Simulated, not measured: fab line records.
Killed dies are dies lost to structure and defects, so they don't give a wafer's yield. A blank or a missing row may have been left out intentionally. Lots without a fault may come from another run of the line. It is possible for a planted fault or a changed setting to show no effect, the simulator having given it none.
Chamber matching + flow n5 finfet + N5_BEOL_M5_CURE_80 on uv cure-02 has 3 sister chambers
The step cures SiCOH lowk, time 120 s. 22 wafers are shown with their chamber, then 11 later ones without.

EACH WAFER AND ITS CHAMBER
| wafer  | chamber | wafer_temp_C_max | lamp power pct (%) |
|--------|---------|------------------|--------------------|
| L077.1 | 1       | 372.8            | 52.25              |
| L077.4 | 1       | 373.8            | 52.36              |
| L077.5 | 1       | 372.9            | 52.29              |
| L075.2 | 2       | 371.7            | 52.37              |
| L075.4 | 2       | 371.8            | 52.38              |
| L075.6 | 2       | 371.0            | 52.28              |
| L078.1 | 1       | 372.2            | 52.30              |
| L078.3 | 1       | 372.3            | 52.26              |
| L078.4 | 1       | 372.5            | 52.37              |
| L080.1 | 0       | 371.6            | 52.31              |
| L080.4 | 0       | 372.2            | 52.36              |
| L080.6 | 0       | 371.9            | 52.38              |
| L081.1 | 1       | 373.4            | 52.41              |
| L081.3 | 1       | 372.2            | 52.29              |
| L081.4 | 1       | 372.0            | 52.36              |
| L081.2 | 1       | 372.0            | 52.29              |
| L081.5 | 1       | 372.4            | 52.32              |
| L081.6 | 1       | 372.1            | 52.25              |
| L082.3 | 1       | 372.3            | 52.27              |
| L082.4 | 1       | 372.8            | 52.29              |
| L082.6 | 1       | 373.0            | 52.18              |
| L085.2 | 0       | 371.6            | 52.38              |

SIGNATURES (means of the wafers above)
| reading          | chamber 0 | chamber 1 | chamber 2 | scatter within a chamber |
|------------------|-----------|-----------|-----------|--------------------------|
| wafer_temp_C_max | 371.825   | 372.580   | 371.500   | 0.489                    |
| lamp power pct   | 52.3575   | 52.2993   | 52.3433   | 0.0544                   |
Rule: for each reading, subtract the chamber's mean from the wafer's reading, divide by that reading's scatter and square the result; add these up over the readings and take the root, which gives the wafer's distance from the chamber. If the next closest chamber is less than 2 further off than the closest, the wafer can't be placed; otherwise it belongs to the closest. The scatter: the root of (the sum of the squares of (reading less its chamber's mean) over the shown wafers, divided by (wafers less chambers)).

WAFERS WITHOUT THEIR CHAMBER
| wafer  | wafer_temp_C_max | lamp power pct (%) |
|--------|------------------|--------------------|
| L085.3 | 371.9            | 52.39              |
| L085.4 | 371.2            | 52.30              |
| L089.2 | 371.5            | 52.29              |
| L089.3 | 371.5            | 52.33              |
| L089.6 | 371.7            | 52.27              |
| L093.1 | 371.4            | 52.34              |
| L093.4 | 371.3            | 52.25              |
| L093.6 | 371.5            | 52.39              |
| L093.2 | 371.4            | 52.27              |
| L093.3 | 371.4            | 52.32              |
| L093.5 | 371.5            | 52.33              |

WHICH CHAMBER EACH ONE RAN IN
| wafer  | from the rows above          | in truth |
|--------|------------------------------|----------|
| L085.3 | can't be placed: 0 or 2 or 1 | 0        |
| L085.4 | can't be placed: 2 or 0 or 1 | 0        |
| L089.2 | can't be placed: 2 or 0 or 1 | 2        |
| L089.3 | can't be placed: 2 or 0      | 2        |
| L089.6 | can't be placed: 2 or 0 or 1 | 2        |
| L093.1 | can't be placed: 2 or 0      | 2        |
| L093.4 | can't be placed: 2 or 0 or 1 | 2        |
| L093.6 | can't be placed: 2 or 0 or 1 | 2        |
| L093.2 | can't be placed: 2 or 0 or 1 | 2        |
| L093.3 | can't be placed: 2 or 0 or 1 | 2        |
| L093.5 | can't be placed: 2 or 0      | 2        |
0 of 11 placed correctly. Unplaceable from these rows: 11, with the true chamber sitting among the candidates in 11. Placed wrongly: 0.
